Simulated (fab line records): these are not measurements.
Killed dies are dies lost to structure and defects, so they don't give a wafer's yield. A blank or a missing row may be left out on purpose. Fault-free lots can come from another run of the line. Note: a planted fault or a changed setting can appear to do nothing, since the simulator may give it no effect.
fab line records	flow n5_finfet
record: lots: 7	wafers: 39
route steps=1938 shown BEOL_M5@1174 BEOL_M8@1386 BEOL_M11@1539 BEOL_M15@1773 MIM_BOT@1833 PASSIVATION@1929
start_h: hours from the record's first day to the start of the lot's first wafer shown	wait_h: how many hours have passed since the lot's step before this one	" the same as in the row above	L1.1+2: a row that stands for several wafers	- no value, or no start given	* or withheld: withheld	< > ~ a bound
route shown NAME@n: a module of which the file shows steps, and the number in the route of the first	usual: mean/standard deviation taken from wafers without a fault	same: alike in all rows	chamber/n: place in a boat	sites: readings site by site	_std_site: their standard deviation	_edge_site: mean of outer sites minus mean of inner sites	radius_mm: how far each site lies from the wafer's centre	mask NAME#n: copy n	behind: the tool/chamber that last shaped the wafer	hold: reason for holding the lot/hours on hold/outcome of the hold	device: which transistor (n, p or np) failed to switch	end of line: at the end of the route, the tests of the same wafers	a step without rows: its recipe alone	killed: the dies lost at the first sort to structure and to defects; this is not the yield of the wafer	map: a wafer's dies, marking killed ones x, the rest . and places with no die _
set.NAME: the setting as run; set.NAME@STEP: as run at that earlier step	model.NAME: the simulator's own value behind a step, which no gauge read
one table per step and one row per wafer, for lots whose settings were changed on purpose
== steps ==
step: N5_BEOL_M5_CVD_47
recipe: material: Co	target_thk_a: 30	temp_c: withheld	precursor: CCTBA/H2	pressure_torr: 30	time_s: 216
lot.wafer	tool	chamber	start_h	wait_h	set.target_thk_a	model.Co_of_BEOL_M5_CVD_47.thk_nm
L078.1	cvd_co-01	1	239.41	0.1	37.55	3.8
L078.2+4+6	"	2,1,2	"	"	30	3
L078.3+5	"	0	"	"	37.55	3.6
L084.1+2+3+4+5+6	cvd_co-02	0,1,2,2,0,1	272.94	0.0	30	3
L085.1+4	cvd_co-02	2	279.67	0.1	30	3.2
L085.2+3+5+6	"	0,1,1,0	"	"	30	3
L091.1+2	cvd_co-02	1,0	314.06	0.3	30	2.8
L091.3	"	2	"	"	30	3.2
L091.4+5+6	"	1,2,0	"	"	43.36	4.2
L093.1+2+3+4+5	cvd_co-01	0,1,0,1,0	320.90	0.1	30	2.8
L093.6	"	1	"	"	30	3
L097.1	cvd_co-02	0	327.66	0.0	30	2.8
L097.5+6	"	0,1	"	"	30	3
L095.1+3	cvd_co-01	0	342.54	0.0	16.9	1.8
L095.2	"	2	"	"	16.9	1.6
L095.4+5+6	"	2,0,2	"	"	30	3
step: N5_BEOL_M8_CURE_75
recipe: temp_c: 370	time_s: 120	ambient: DMADMS/He	material: SiCOH_lowk
usual: lamp_power_pct: 52.32/0.053
lot.wafer	tool	chamber	start_h	wait_h	set.time_s	lamp_power_pct
L078.1	uv_cure-02	1	265.65	0.0	153.7	52.35
L078.2	"	1	"	"	120	52.32
L078.3	"	1	"	"	120	52.37
L078.4	"	1	"	"	153.7	52.35
L078.5	"	1	"	"	153.7	52.33
L078.6	"	1	"	"	120	52.24
L084.1	uv_cure-01	1	306.18	0.0	188.3	49.41
L084.2	"	1	"	"	120	52.28
L084.3	"	1	"	"	120	52.34
L084.4	"	1	"	"	188.3	49.45
L084.5	"	1	"	"	120	52.22
L084.6	"	1	"	"	188.3	49.44
L085.1	uv_cure-01	1	306.78	0.2	168.5	50.26
L085.2	"	1	"	"	120	52.25
L085.3	"	1	"	"	168.5	50.29
L085.4	"	1	"	"	168.5	50.27
L085.5	"	1	"	"	120	52.30
L085.6	"	1	"	"	120	52.30
L091.1	uv_cure-01	1	337.99	0.0	120	52.32
L091.2	"	1	"	"	120	52.33
L091.3	"	1	"	"	120	52.32
L091.4	"	1	"	"	120	52.37
L091.5	"	1	"	"	120	52.35
L091.6	"	1	"	"	120	52.32
L093.1	uv_cure-01	1	347.61	0.0	120	52.41
L093.2	"	1	"	"	120	52.28
L093.3	"	1	"	"	120	52.38
L093.4	"	1	"	"	120	52.33
L093.5	"	1	"	"	120	52.38
L093.6	"	1	"	"	120	52.35
L097.1	uv_cure-01	1	358.70	0.0	120	52.39
L097.5	"	1	"	"	120	52.27
L097.6	"	1	"	"	120	52.32
L095.1	uv_cure-01	1	370.19	0.1	188.7	49.49
L095.2	"	1	"	"	188.7	49.49
L095.3	"	1	"	"	120	52.43
L095.4	"	1	"	"	188.7	49.38
L095.5	"	1	"	"	120	52.26
L095.6	"	1	"	"	120	52.41
step: N5_BEOL_M11_PECVD_70
recipe: material: SiO2	target_thk_a: 200	temp_c: 400	precursor: TEOS/O2	pressure_torr: 5.5	rf_w: 450	teos_flow_sccm: 53.8	gas: O2	flow_sccm: 3000	time_s: 22.7
lot.wafer	tool	chamber	start_h	wait_h	set.time_s	model.SiO2_of_BEOL_M11_PECVD_70.thk_nm
L078.1	pecvd-02	1	289.66	0.0	33.05	28.6
L078.2+3	"	2,0	"	"	33.05	28.8
L078.4+5+6	"	0,1,2	"	"	22.7	20.2
L085.1	pecvd-02	2	328.25	0.0	22.7	20.2
L085.2	"	0	"	"	22.7	19.8
L085.3	"	1	"	"	22.7	20
L085.4+5+6	"	1,0,2	"	"	17.9	16
L084.1	pecvd-01	2	329.88	0.0	32.83	28
L084.2+4	"	1,0	"	"	22.7	20.2
L084.3	"	0	"	"	22.7	20
L084.5	"	2	"	"	32.83	28.8
L084.6	"	1	"	"	32.83	29
L091.1+4+5	pecvd-02	2,1,2	360.65	0.0	12.49	11.6
L091.2+3+6	"	1,0,0	"	"	22.7	20
L093.1	pecvd-04	1	367.50	0.0	22.7	19.6
L093.2	"	2	"	"	22.7	19.8
L093.3+6	"	1,2	"	"	28.26	24.8
L093.4	"	2	"	"	22.7	20.2
L093.5	"	1	"	"	28.26	24.6
L097.1	pecvd-01	1	378.45	0.0	22.7	20.4
L097.5	"	0	"	"	22.7	20.8
L097.6	"	1	"	"	22.7	20.6
L095.1+6	pecvd-02	2,1	393.10	0.0	15.75	14.2
L095.2	"	0	"	"	22.7	19.8
L095.3	"	1	"	"	22.7	20
L095.4	"	0	"	"	15.75	14
L095.5	"	2	"	"	22.7	20.6
step: N5_BEOL_M11_HM_DEP_02
recipe: material: TiN	target_thk_a: 200	temp_c: 25	chamber_pressure_pa: 0.49996
step: N5_BEOL_M11_COAT_59
recipe: resist: SOC	temp_c: 250	time_s: 60	spin_rpm: 1500	resist_thk_nm: 100
step: N5_BEOL_M11_ECD_50
recipe: material: Cu	target_thk_a: 3180
step: N5_BEOL_M11_ANNEAL_51
recipe: temp_c: 225	time_s: 90	ambient: N2
step: N5_BEOL_M11_CMP_52
recipe: stop_on: SiCOH_lowk	t_overpolish_s: 7	down_force_psi: 1	platen_rpm: 50	clearing_platen_down_force_psi: 1.5	clearing_platen_rpm: 50	post_cmp_clean: cu_alkaline	target_thk_nm: 140	clearing_platen_pad_velocity_m_s: 0.99484	pad_velocity_m_s: 0.99484
usual: barrier_field_endpoint_s: 29.1/0.89
lot.wafer	tool	chamber	start_h	wait_h	set.time_s@BEOL_M11_PECVD_70	barrier_field_endpoint_s
L078.1	cmp-04	2	296.02	0.3	33.05	39.1
L078.4	"	3	"	"	22.7	30.2
L078.3	"	0	"	"	33.05	39.4
L078.2	"	1	"	"	33.05	40.3
L078.6	"	2	"	"	22.7	29.0
L078.5	"	3	"	"	22.7	29.7
L085.2	cmp-04	2	335.38	0.2	22.7	28.0
L085.4	"	3	"	"	17.9	24.4
L085.3	"	0	"	"	22.7	28.6
L085.1	"	1	"	"	22.7	29.8
L085.5	"	2	"	"	17.9	23.3
L085.6	"	3	"	"	17.9	24.5
L084.3	cmp-04	2	335.83	0.2	22.7	29.2
L084.2	"	3	"	"	22.7	29.3
L084.4	"	0	"	"	22.7	29.0
L084.1	"	1	"	"	32.83	40.2
L084.5	"	2	"	"	32.83	39.3
L084.6	"	3	"	"	32.83	41.9
L091.3	cmp-01	1	367.73	0.2	22.7	29.2
L091.4	"	2	"	"	12.49	18.6
L091.1	"	3	"	"	12.49	18.1
L091.2	"	0	"	"	22.7	28.3
L091.6	"	1	"	"	22.7	28.7
L091.5	"	2	"	"	12.49	18.6
L093.4	cmp-04	3	378.69	0.1	22.7	28.7
L093.2	"	0	"	"	22.7	27.6
L093.1	"	1	"	"	22.7	28.5
L093.3	"	2	"	"	28.26	34.0
L093.5	"	3	"	"	28.26	35.4
L093.6	"	0	"	"	28.26	35.5
L097.1	cmp-04	0	385.54	0.3	22.7	28.8
L097.6	"	3	"	"	22.7	29.2
L097.5	"	0	"	"	22.7	28.8
L095.2	cmp-02	3	401.43	0.2	22.7	28.2
L095.3	"	0	"	"	22.7	28.9
L095.1	"	1	"	"	15.75	23.3
L095.4	"	2	"	"	15.75	21.4
L095.5	"	3	"	"	22.7	28.1
L095.6	"	0	"	"	15.75	22.0
step: N5_BEOL_M15_ILD_DEP_00
recipe: material: SiO2	target_thk_a: 16293	temp_c: 400	precursor: TEOS/O2	pressure_torr: 6.5	rf_w: 900	teos_flow_sccm: 161.4	gas: O2	flow_sccm: 2650	time_s: 346.1
lot.wafer	tool	chamber	start_h	wait_h	set.time_s	model.SiO2_of_BEOL_M15_ILD_DEP_00.thk_nm
L078.1	pecvd-02	2	314.71	0.0	346.1	1641
L078.2	"	1	"	"	346.1	1628
L078.3	"	1	"	"	399.9	1915
L078.4	"	2	"	"	399.9	1935
L078.5	"	1	"	"	399.9	1904
L078.6	"	2	"	"	346.1	1669
L085.1	pecvd-02	1	355.02	0.0	346.1	1635
L085.2	"	2	"	"	346.1	1660
L085.3	"	0	"	"	346.1	1618
L085.4	"	2	"	"	346.1	1703
L085.5	"	0	"	"	346.1	1640
L085.6	"	1	"	"	346.1	1670
L084.1	pecvd-02	2	360.20	0.0	466.1	2215
L084.2	"	1	"	"	346.1	1654
L084.3	"	0	"	"	466.1	2181
L084.4	"	0	"	"	346.1	1634
L084.5	"	1	"	"	346.1	1664
L084.6	"	2	"	"	466.1	2247
L091.1	pecvd-01	2	399.45	0.0	346.1	1618
L091.2	"	1	"	"	222.7	1055
L091.3	"	0	"	"	222.7	1062
L091.4	"	1	"	"	222.7	1042
L091.5	"	0	"	"	346.1	1653
L091.6	"	2	"	"	346.1	1629
L093.1	pecvd-01	1	401.62	0.0	346.1	1623
L093.2	"	0	"	"	346.1	1633
L093.3	"	2	"	"	346.1	1628
L093.4	"	2	"	"	346.1	1636
L093.5	"	1	"	"	346.1	1650
L093.6	"	0	"	"	346.1	1680
L097.1	pecvd-02	2	404.22	0.0	346.1	1635
L097.5	"	1	"	"	346.1	1649
L097.6	"	0	"	"	346.1	1640
L095.1	pecvd-02	0	426.63	0.0	156.3	749
L095.2	"	1	"	"	346.1	1613
L095.3	"	2	"	"	346.1	1612
L095.4	"	1	"	"	156.3	759.6
L095.5	"	2	"	"	156.3	769.4
L095.6	"	0	"	"	346.1	1650
step: N5_BEOL_M15_THK_MEAS_01
recipe: reads: SiO2_of_BEOL_M15_ILD_DEP_00
usual: M15_ILD_THK: 1635/25
lot.wafer	tool	chamber	start_h	wait_h	set.time_s@BEOL_M15_ILD_DEP_00	M15_ILD_THK[nm]
L078.1	film_metro-01	-	315.06	0.2	346.1	1640
L078.2	"	-	"	"	346.1	1628
L078.3	"	-	"	"	399.9	1914
L078.4	"	-	"	"	399.9	1935
L078.5	"	-	"	"	399.9	1903
L078.6	"	-	"	"	346.1	1668
L085.1	film_metro-02	-	355.27	0.1	346.1	1637
L085.2	"	-	"	"	346.1	1661
L085.3	"	-	"	"	346.1	1618
L085.4	"	-	"	"	346.1	1703
L085.5	"	-	"	"	346.1	1641
L085.6	"	-	"	"	346.1	1670
L084.1	film_metro-02	-	360.45	0.1	466.1	2217
L084.2	"	-	"	"	346.1	1656
L084.3	"	-	"	"	466.1	2180
L084.4	"	-	"	"	346.1	1634
L084.5	"	-	"	"	346.1	1664
L084.6	"	-	"	"	466.1	2246
L091.1	film_metro-01	-	399.70	0.1	346.1	1618
L091.2	"	-	"	"	222.7	1054
L091.3	"	-	"	"	222.7	1062
L091.4	"	-	"	"	222.7	1042
L091.5	"	-	"	"	346.1	1653
L091.6	"	-	"	"	346.1	1629
L093.1	film_metro-01	-	401.87	0.1	346.1	1622
L093.2	"	-	"	"	346.1	1633
L093.3	"	-	"	"	346.1	1629
L093.4	"	-	"	"	346.1	1636
L093.5	"	-	"	"	346.1	1649
L093.6	"	-	"	"	346.1	1679
L097.1	film_metro-01	-	404.47	0.1	346.1	1635
L097.5	"	-	"	"	346.1	1649
L097.6	"	-	"	"	346.1	1639
L095.1	film_metro-02	-	426.88	0.1	156.3	749
L095.2	"	-	"	"	346.1	1613
L095.3	"	-	"	"	346.1	1614
L095.4	"	-	"	"	156.3	760
L095.5	"	-	"	"	156.3	771
L095.6	"	-	"	"	346.1	1647
step: N5_BEOL_M15_COAT_58
recipe: resist: BARC	temp_c: 205	time_s: 60	spin_rpm: 1500	resist_thk_nm: 89
step: N5_BEOL_M15_COAT_04
recipe: spin_rpm: 1704	resist_thk_nm: 800
step: N5_BEOL_M15_DESCUM_15
recipe: chemistry: O2	time_s: 7.9	source_power_w: 50	bias_power_w: 20	pressure_mtorr: 20	rf_frequency_hz: 2.712e+07	temp_c: 40	o2_flow_sccm: 225
step: N5_BEOL_M15_ETCH_59
recipe: chemistry: N2/H2	target: BARC	target_depth_a: 890	overetch_a: 267	time_s: 67.9	ion_energy_ev: 200	pressure_mtorr: 30	source_w: 840	bias_w: 150	n2_flow_sccm: 200	h2_flow_sccm: 200
step: N5_BEOL_M15_VIA_ETCH_16
recipe: chemistry: C4F8/O2/Ar	target: SiO2	he_inner_torr: 15	he_outer_torr: 30	target_depth_a: 17922	time_s: withheld	ion_energy_ev: 800	pressure_mtorr: 20	source_w: 1905	bias_w: 2040	Ar_flow_sccm: 400	C4F8_flow_sccm: 16	O2_flow_sccm: 12	ends: cleared
lot.wafer	tool	chamber	start_h	wait_h	set.time_s@BEOL_M15_ILD_DEP_00	model.etch.depth_nm	model.coat_of_BEOL_M15_COAT_04.thk_nm
L078.1	rie_diel-04	1	315.54	0.0	*	1641	332.4
L078.2	"	0	"	"	*	1628	346.4
L078.3	"	3	"	"	*	1915	255.8
L078.4	"	0	"	"	*	1935	273.6
L078.5	"	1	"	"	*	1904	269.6
L078.6	"	3	"	"	*	1669	314
L085.1	rie_diel-01	3	355.76	0.0	*	1635	335.6
L085.2	"	1	"	"	*	1660	329.6
L085.3	"	0	"	"	*	1618	335.8
L085.4	"	2	"	"	*	1703	320
L085.5	"	3	"	"	*	1640	336.8
L085.6	"	2	"	"	*	1670	328.4
L084.1	rie_diel-06	0	361.06	0.0	*	2215	197
L084.2	"	2	"	"	*	1654	328.4
L084.3	"	3	"	"	*	2181	203
L084.4	"	0	"	"	*	1634	336
L084.5	"	2	"	"	*	1664	325.8
L084.6	"	3	"	"	*	2247	188.6
L091.1	rie_diel-01	1	400.18	0.0	*	1618	333.2
L091.2	"	2	"	"	*	1055	465.2
L091.3	"	0	"	"	*	1062	462
L091.4	"	3	"	"	*	1042	467.8
L091.5	"	1	"	"	*	1653	325.2
L091.6	"	2	"	"	*	1629	331.8
L093.1	rie_diel-06	0	402.51	0.0	*	1623	340.4
L093.2	"	2	"	"	*	1633	331
L093.3	"	1	"	"	*	1628	333.4
L093.4	"	1	"	"	*	1636	336
L093.5	"	0	"	"	*	1650	331
L093.6	"	2	"	"	*	1680	324.2
L097.1	rie_diel-01	2	405.17	0.0	*	1635	334.2
L097.5	"	3	"	"	*	1649	334.4
L097.6	"	2	"	"	*	1640	333.6
L095.1	rie_diel-04	3	427.36	0.0	*	749.1	529.2
L095.2	"	2	"	"	*	1613	326
L095.3	"	1	"	"	*	1612	335.4
L095.4	"	0	"	"	*	759.6	541.2
L095.5	"	2	"	"	*	769.4	528
L095.6	"	3	"	"	*	1650	311.8
step: N5_MIM_BOT_SPUTTER_00
recipe: material: TiN	target_thk_a: 350	temp_c: 200	power_w: 3000	chamber_pressure_pa: 0.49996	gas: Ar	reactive_partial_pa: 0.37997	time_s: 89.7
lot.wafer	tool	chamber	start_h	wait_h	set.target_thk_a	model.TiN_of_MIM_BOT_SPUTTER_00.thk_nm
L078.1+2	pvd_sputter-01	-	323.74	0.0	350	35.2
L078.3+4	"	-	"	"	407.1	40.6
L078.5	"	-	"	"	350	35
L078.6	"	-	"	"	407.1	40.8
L085.1+3	pvd_sputter-03	-	362.69	0.0	350	35.2
L085.2	"	-	"	"	528.6	53
L085.4	"	-	"	"	528.6	53.8
L085.5	"	-	"	"	350	34.8
L085.6	"	-	"	"	528.6	53.2
L084.1+5	pvd_sputter-02	-	366.69	0.0	196.8	19.6
L084.2	"	-	"	"	196.8	19
L084.3	"	-	"	"	350	34.6
L084.4	"	-	"	"	350	35.2
L084.6	"	-	"	"	350	35
L091.1	pvd_sputter-01	-	407.80	0.0	350	35
L091.2	"	-	"	"	350	34.6
L091.3	"	-	"	"	268.8	27
L091.4+6	"	-	"	"	268.8	26.6
L091.5	"	-	"	"	350	34.4
L093.1+5+6	pvd_sputter-01	-	413.18	0.0	350	35.2
L093.2+3	"	-	"	"	350	34.8
L093.4	"	-	"	"	350	35
L097.1	pvd_sputter-01	-	420.22	0.0	350	35
L097.5	"	-	"	"	350	34.8
L097.6	"	-	"	"	350	35.4
L095.1	pvd_sputter-01	-	435.73	0.0	251.6	25.2
L095.2+6	"	-	"	"	350	35.6
L095.3	"	-	"	"	251.6	25.4
L095.4	"	-	"	"	251.6	25.8
L095.5	"	-	"	"	350	35.2
step: N5_PASSIVATION_PASS_ETCH_47
recipe: chemistry: CF4/O2	target: SiNx	target_depth_a: 7700	time_s: 385	ion_energy_ev: 100	pressure_mtorr: 40	source_w: 535	bias_w: 49	Ar_flow_sccm: 100	cf4_flow_sccm: 100	O2_flow_sccm: 10
lot.wafer	tool	chamber	start_h	wait_h	set.time_s	model.etch.depth_nm
L078.1	rie_diel-02	1	330.90	0.0	385	826.7
L078.2	"	0	"	"	485.1	1004
L078.3	"	2	"	"	385	804.7
L078.4	"	2	"	"	385	804.2
L078.5	"	0	"	"	485.1	1011
L078.6	"	1	"	"	485.1	1043
L085.1	rie_diel-02	1	376.90	0.0	385	819.5
L085.2	"	2	"	"	385	801.3
L085.3	"	3	"	"	502.7	1011
L085.4	"	0	"	"	385	792.2
L085.5	"	3	"	"	502.7	1009
L085.6	"	0	"	"	502.7	1030
L084.1	rie_diel-03	1	378.93	0.0	385	745.1
L084.2	"	0	"	"	385	751.9
L084.3	"	3	"	"	385	749.4
L084.4	"	2	"	"	385	798.3
L084.5	"	3	"	"	385	752.3
L084.6	"	2	"	"	385	790.8
L091.1	rie_diel-05	2	416.58	0.0	205.2	410.6
L091.2	"	0	"	"	385	803.2
L091.3	"	3	"	"	205.2	406.3
L091.4	"	1	"	"	205.2	420.5
L091.5	"	0	"	"	385	807
L091.6	"	3	"	"	385	768.2
L093.1	rie_diel-03	0	423.29	0.0	385	767.3
L093.2	"	1	"	"	385	747.1
L093.3	"	3	"	"	385	747.4
L093.4	"	2	"	"	385	795.1
L093.5	"	3	"	"	385	749.2
L093.6	"	0	"	"	385	762.2
L097.1	rie_diel-05	1	433.64	0.0	385	792.5
L097.5	"	2	"	"	385	757.9
L097.6	"	3	"	"	385	770.5
L095.1	rie_diel-05	0	445.15	0.0	385	797.8
L095.2	"	1	"	"	385	785.3
L095.3	"	3	"	"	385	769.5
L095.4	"	2	"	"	385	756.3
L095.5	"	2	"	"	385	753.6
L095.6	"	3	"	"	385	774
== key ==
split: step: N5_BEOL_M5_CVD_47	setting: target_thk_a	stated: 30	by: wafer
response: step: N5_BEOL_M5_CVD_47	reading: model.Co_of_BEOL_M5_CVD_47.thk_nm	change: +0.0284	per: 1%	r: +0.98
split: step: N5_BEOL_M8_CURE_75	setting: time_s	stated: 120	by: wafer
response: step: N5_BEOL_M8_CURE_75	reading: lamp_power_pct	change: *	per: 1%	r: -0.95
split: step: N5_BEOL_M11_PECVD_70	setting: time_s	stated: 22.7	by: wafer
response: step: N5_BEOL_M11_PECVD_70	reading: model.SiO2_of_BEOL_M11_PECVD_70.thk_nm	change: +0.19	per: 1%	r: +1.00
response: step: N5_BEOL_M11_CMP_52	reading: barrier_field_endpoint_s	change: +0.232	per: 1%	r: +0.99
split: step: N5_BEOL_M15_ILD_DEP_00	setting: time_s	stated: 346.1	by: wafer
response: step: N5_BEOL_M15_ILD_DEP_00	reading: model.SiO2_of_BEOL_M15_ILD_DEP_00.thk_nm	change: +16.1	per: 1%	r: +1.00
response: step: N5_BEOL_M15_THK_MEAS_01	reading: M15_ILD_THK	change: +16.1	per: 1%	r: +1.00
response: step: N5_BEOL_M15_VIA_ETCH_16	reading: model.etch.depth_nm	change: +16.1	per: 1%	r: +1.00
response: step: N5_BEOL_M15_VIA_ETCH_16	reading: model.coat_of_BEOL_M15_COAT_04.thk_nm	change: -3.82	per: 1%	r: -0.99
split: step: N5_MIM_BOT_SPUTTER_00	setting: target_thk_a	stated: 350	by: wafer
response: step: N5_MIM_BOT_SPUTTER_00	reading: model.TiN_of_MIM_BOT_SPUTTER_00.thk_nm	change: +0.354	per: 1%	r: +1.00
split: step: N5_PASSIVATION_PASS_ETCH_47	setting: time_s	stated: 385	by: wafer
response: step: N5_PASSIVATION_PASS_ETCH_47	reading: model.etch.depth_nm	change: +7.82	per: 1%	r: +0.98
